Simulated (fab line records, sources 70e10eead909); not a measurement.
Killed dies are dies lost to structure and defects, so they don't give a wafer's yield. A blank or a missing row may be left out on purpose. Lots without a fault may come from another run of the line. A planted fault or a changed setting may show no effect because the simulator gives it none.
Chamber matching | flow nand_harc | NHARC_A_STAIRCASE_DESCUM_11 on rie_diel-10: 4 sister chambers
The step chemistry O2, time 3 s. 4 wafers are shown with their chamber, then 11 later ones without.

WAFERS WITH THEIR CHAMBER
wafer  | chamber | drypump_motor_current_A (A)
L086.2 | 3       | 5.5
L086.3 | 2       | 5.1
L086.6 | 0       | 5.3
L089.1 | 1       | 6.0

WAFERS WITHOUT THEIR CHAMBER
wafer  | drypump_motor_current_A (A)
L089.4 | 5.2
L089.6 | 5.1
L089.2 | 5.1
L089.3 | 5.5
L089.5 | 6.0
L094.2 | 6.0
L094.4 | 5.1
L094.5 | 5.1
L096.1 | 6.0
L096.3 | 5.5
L096.6 | 5.5

WHICH CHAMBER EACH WENT THROUGH
wafer  | from the rows above     | in truth
L089.4 | can't be placed: 0 or 2 | 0
L089.6 | 2                       | 2
L089.2 | 2                       | 2
L089.3 | 3                       | 3
L089.5 | 1                       | 1
L094.2 | 1                       | 1
L094.4 | 2                       | 2
L094.5 | 2                       | 2
L096.1 | 1                       | 1
L096.3 | 3                       | 3
L096.6 | 3                       | 3
Placed correctly: 10 of 11. Can't be placed from these rows: 1 (the true chamber is among the candidates in 1). Placed wrongly: 0.
How it was worked out, from the rows above alone: a wafer's distance from a chamber is the root of the sum, over the readings, of the square of ((its reading less the chamber's mean) divided by the reading's scatter). The wafer belongs to the nearest chamber; if the next one is less than 2 further off, it can't be placed. A chamber's mean is the mean of its shown wafers. The scatter: with one shown wafer a chamber, the root of the mean of the squares of how far each hidden wafer lies from its nearest shown one.
